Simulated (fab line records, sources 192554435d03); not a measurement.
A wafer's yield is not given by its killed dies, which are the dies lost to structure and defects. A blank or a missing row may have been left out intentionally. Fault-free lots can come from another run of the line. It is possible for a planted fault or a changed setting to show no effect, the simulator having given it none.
fab line records -- flow n5_finfet
[record] lots = 7, wafers = 39
route steps=1938 shown WELL_APT@47 FIN_CUT@173 SD_EPI_N@281 SD_EPI_P@321 HKMG_FIN@413 MOL_CONTACT_COAG@588 BEOL_M4@1111
start_h: the number of hours between the record's first day and the start of the first shown wafer of the lot -- wait_h: time in hours since the lot's previous step -- " repeats the value in the row above -- L1.1+2: several wafers, shown together as one row -- - either no value or no given start -- * or withheld: withheld -- < > ~ a bound
route shown NAME@n: NAME is a module with steps in the file, n the number in the route of the first one -- usual: mean/standard deviation taken from wafers without a fault -- same: alike in all rows -- chamber/n: place in a boat -- sites: per-site readings -- _std_site: how widely they spread, as a standard deviation -- _edge_site: inner sites' mean taken away from outer sites' mean -- radius_mm: how far each site lies from the wafer's centre -- mask NAME#n: copy n -- behind: the tool/chamber that last shaped the wafer -- hold: why the lot was held/for how many hours/how that ended -- device: whichever transistor did not switch (one of n, p or np) -- end of line: the route-end tests of the same wafers -- where a step has no rows: the recipe by itself -- killed: count of dies lost to structure and defects at first sort (not the wafer's yield) -- map: per-die view of a wafer (x killed, . not killed, _ where there is no die)
set.NAME: the setting as run; set.NAME@STEP: as run at that earlier step -- model.NAME: the simulator's own value behind a step, which no gauge read
lots with deliberately changed settings; one table per step, one row per wafer
[[steps]]
[step N5_WELL_APT_IMPLANT_31]
[recipe] species = B, energy_kev = 60, dose_cm2 = 1.5e+13, tilt_deg = 0, rotation_deg = 0
[step N5_FIN_CUT_CUT_ETCH_26]
[recipe] chemistry = CH3F/O2, target = SiNx, target_depth_a = 390, mask_material = SOC, time_s = 55.7, pressure_mtorr = 30, source_w = 395, bias_w = 73, Ar_flow_sccm = 150, CH3F_flow_sccm = 30, O2_flow_sccm = 20, ion_energy_ev = 120
[step N5_SD_EPI_N_SD_RECESS_17]
[recipe] chemistry = HBr/Cl2/O2, target_depth_a = 410, mask_material = SOC, time_s = 23.7, bt_time_s = 3, pressure_mtorr = 10, icp_w = 800, bias_w = 112, HBr_flow_sccm = 150, Cl2_flow_sccm = 80, O2_flow_sccm = 12
[step N5_SD_EPI_P_EPI_21]
[recipe] material = SiGe:B, dopant = B, temp_c = 550, pressure_torr = 20, ambient = H2, time_s = 355
[step N5_HKMG_FIN_CVD_62]
[recipe] material = a-Si, target_thk_a = 30, temp_c = 500, precursor = Si2H6, pressure_torr = 1, time_s = 20.8
[step N5_MOL_CONTACT_COAG_ETCH_47]
[recipe] chemistry = CH3F/O2, target = SiNx, target_depth_a = 270, mask_material = SiO2, stop_on = W, over_etch_frac = 0.2, ion_energy_ev = 120, endpoint = OES-CN, pressure_mtorr = 30, source_w = 395, bias_w = 73, Ar_flow_sccm = 150, CH3F_flow_sccm = 30, O2_flow_sccm = 20, ends = end_point
[step N5_BEOL_M4_RC_MEAS_101]
[usual] IOFF_N_85C = 3.5/0.83, IOFF_N_LIN = 0.082/0.018, RS_PWELL = 3009/22, RS_SD_P = 66.1/1.3, VT_N = 249/4.3, VT_N_LONG = 274.5/2
lot.wafer,tool,chamber,start_h,wait_h,set.dose_cm2@WELL_APT_IMPLANT_31,set.source_w@FIN_CUT_CUT_ETCH_26,set.time_s@SD_EPI_N_SD_RECESS_17,set.time_s@SD_EPI_P_EPI_21,set.temp_c@HKMG_FIN_CVD_62,set.over_etch_frac@MOL_CONTACT_COAG_ETCH_47,IOFF_N_85C[nA/um],IOFF_N_LIN[nA/um],RS_PWELL[ohm/sq],RS_SD_P[ohm/sq],VT_N[mV],VT_N_LONG[mV]
L075.1,prober-02,0,228.07,0.0,1.335e+13,395,23.7,328.3,517.2,0.2,0.0,0.000,3233,69.8,430,444.4
L075.2,prober-02,0,228.07,0.0,1.5e+13,395,23.7,355,500,0.2,3.7,0.089,3043,67.1,248,273.4
L075.3,prober-02,0,228.07,0.0,1.335e+13,395,21.69,355,500,0.2,4.1,0.100,3253,67.2,243,270.4
L075.4,prober-02,0,228.07,0.0,1.5e+13,395,23.7,355,517.2,0.2,0.0,0.000,3021,67.4,420,449.9
L075.5,prober-02,0,228.07,0.0,1.335e+13,395,21.69,328.3,500,0.2,3.2,0.077,3229,71.1,248,271.8
L075.6,prober-02,0,228.07,0.0,1.5e+13,395,21.69,328.3,517.2,0.2,0.0,0.000,3041,71.4,427,446.2
L082.1,prober-02,0,285.00,0.0,1.5e+13,354.8,22.95,307,500,0.2,2.8,0.070,2981,71.3,249,272.0
L082.2,prober-02,0,285.00,0.0,1.5e+13,395,23.7,355,500,0.2,4.2,0.100,2978,64.7,246,276.5
L082.3,prober-02,0,285.00,0.0,1.5e+13,395,23.7,355,522.2,0.2,0.0,0.000,2982,64.8,465,484.9
L082.4,prober-02,0,285.00,0.0,1.407e+13,354.8,23.7,307,522.2,0.2,0.0,0.000,3088,69.9,459,487.8
L082.5,prober-02,0,285.00,0.0,1.407e+13,354.8,22.95,355,500,0.2,4.4,0.103,3088,64.0,244,273.6
L082.6,prober-02,0,285.00,0.0,1.407e+13,395,22.95,307,522.2,0.2,0.0,0.000,3069,70.0,460,487.5
L086.2,prober-02,0,300.37,0.2,1.5e+13,395,23.7,355,500,0.2,4.3,0.100,2993,65.4,241,274.8
L086.3,prober-02,0,300.37,0.2,1.5e+13,395,23.7,355,500,0.2,3.5,0.082,3014,64.5,246,272.6
L086.5,prober-02,0,300.37,0.2,1.5e+13,395,23.7,355,500,0.2,3.6,0.086,3030,64.8,248,274.1
L084.1,prober-02,0,312.64,0.0,1.65e+13,429.3,22.66,355,484.7,0.2,3.2,0.077,2817,65.7,247,275.7
L084.2,prober-02,0,312.64,0.0,1.5e+13,395,23.7,355,484.7,0.2,3.0,0.071,2980,65.1,249,273.7
L084.3,prober-02,0,312.64,0.0,1.5e+13,395,22.66,355,500,0.2,2.2,0.052,2990,65.8,256,276.3
L084.4,prober-02,0,312.64,0.0,1.65e+13,429.3,22.66,355,484.7,0.2,2.9,0.070,2840,66.0,252,273.6
L084.5,prober-02,0,312.64,0.0,1.65e+13,395,23.7,355,500,0.2,2.6,0.061,2816,66.3,253,275.2
L084.6,prober-02,0,312.64,0.0,1.5e+13,429.3,23.7,355,500,0.2,3.4,0.082,2979,65.8,249,271.4
L089.1,prober-01,0,317.15,0.0,1.606e+13,395,24.38,355,500,0.2,2.8,0.065,2848,64.9,254,275.5
L089.2,prober-01,0,317.15,0.0,1.606e+13,351.8,23.7,355,500,0.2,2.4,0.059,2835,64.5,256,275.8
L089.3,prober-01,0,317.15,0.0,1.606e+13,395,23.7,327.4,520.4,0.2,0.0,0.000,2858,68.6,445,464.6
L089.4,prober-01,0,317.15,0.0,1.5e+13,351.8,23.7,327.4,520.4,0.2,0.0,0.000,2979,68.3,442,466.3
L089.5,prober-01,0,317.15,0.0,1.5e+13,395,24.38,355,520.4,0.2,0.0,0.000,2981,65.9,440,469.3
L089.6,prober-01,0,317.15,0.0,1.5e+13,351.8,24.38,327.4,500,0.2,4.7,0.104,2980,68.2,245,277.7
L087.1,prober-02,0,323.11,0.0,1.5e+13,325.5,23.7,355,492.3,0.2,2.3,0.056,3020,67.0,256,275.7
L087.2,prober-02,0,323.11,0.0,1.5e+13,325.5,23.7,381.8,500,0.215,2.9,0.072,3034,63.9,252,275.7
L087.3,prober-02,0,323.11,0.0,1.645e+13,395,25.04,355,500,0.2,2.6,0.057,2858,68.1,255,277.8
L087.4,prober-02,0,323.11,0.0,1.5e+13,395,25.04,381.8,492.3,0.2,3.0,0.068,3009,63.6,252,275.2
L087.5,prober-02,0,323.11,0.0,1.645e+13,395,23.7,355,500,0.215,2.5,0.061,2859,66.4,257,275.2
L087.6,prober-02,0,323.11,0.0,1.645e+13,325.5,25.04,381.8,492.3,0.215,3.8,0.087,2887,63.6,250,275.4
L092.1,prober-01,0,351.78,0.7,1.5e+13,395,22.63,355,488.9,0.2,2.3,0.058,3012,65.6,254,272.2
L092.2,prober-01,0,351.78,0.7,1.5e+13,433.6,22.63,355,488.9,0.1881,3.4,0.086,3014,66.9,244,273.1
L092.3,prober-01,0,351.78,0.7,1.5e+13,433.6,23.7,355,500,0.2,2.3,0.054,3021,65.7,256,275.5
L092.4,prober-01,0,351.78,0.7,1.414e+13,395,23.7,355,488.9,0.1881,3.4,0.081,3101,66.1,247,271.7
L092.5,prober-01,0,351.78,0.7,1.414e+13,433.6,23.7,355,500,0.2,2.7,0.063,3095,65.7,253,271.8
L092.6,prober-01,0,351.78,0.7,1.414e+13,395,22.63,355,500,0.1881,2.4,0.060,3101,65.6,255,273.3
[[key]]
[split] step = N5_WELL_APT_IMPLANT_31, setting = dose_cm2, stated_as = 1.5e+13
[response] step = N5_BEOL_M4_RC_MEAS_101, reading = RS_PWELL, slope = -16.9, per = 1%, together_with = all, explained = 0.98
[split] step = N5_FIN_CUT_CUT_ETCH_26, setting = source_w, stated_as = 395
response none clear
[split] step = N5_SD_EPI_N_SD_RECESS_17, setting = time_s, stated_as = 23.7
response none clear
[split] step = N5_SD_EPI_P_EPI_21, setting = time_s, stated_as = 355
[response] step = N5_BEOL_M4_RC_MEAS_101, reading = RS_SD_P, slope = -0.428, per = 1%, together_with = all, explained = 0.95
[split] step = N5_HKMG_FIN_CVD_62, setting = temp_c, stated_as = 500
[response] step = N5_BEOL_M4_RC_MEAS_101, reading = VT_N, slope = +36.9, per = 1%, together_with = all, explained = 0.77
[response] step = N5_BEOL_M4_RC_MEAS_101, reading = IOFF_N_LIN, slope = -0.017, per = 1%, together_with = all, explained = 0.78
[response] step = N5_BEOL_M4_RC_MEAS_101, reading = IOFF_N_85C, slope = -0.721, per = 1%, together_with = all, explained = 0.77
[response] step = N5_BEOL_M4_RC_MEAS_101, reading = VT_N_LONG, slope = +36.2, per = 1%, together_with = all, explained = 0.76
[split] step = N5_MOL_CONTACT_COAG_ETCH_47, setting = over_etch_frac, stated_as = 0.2
response none clear
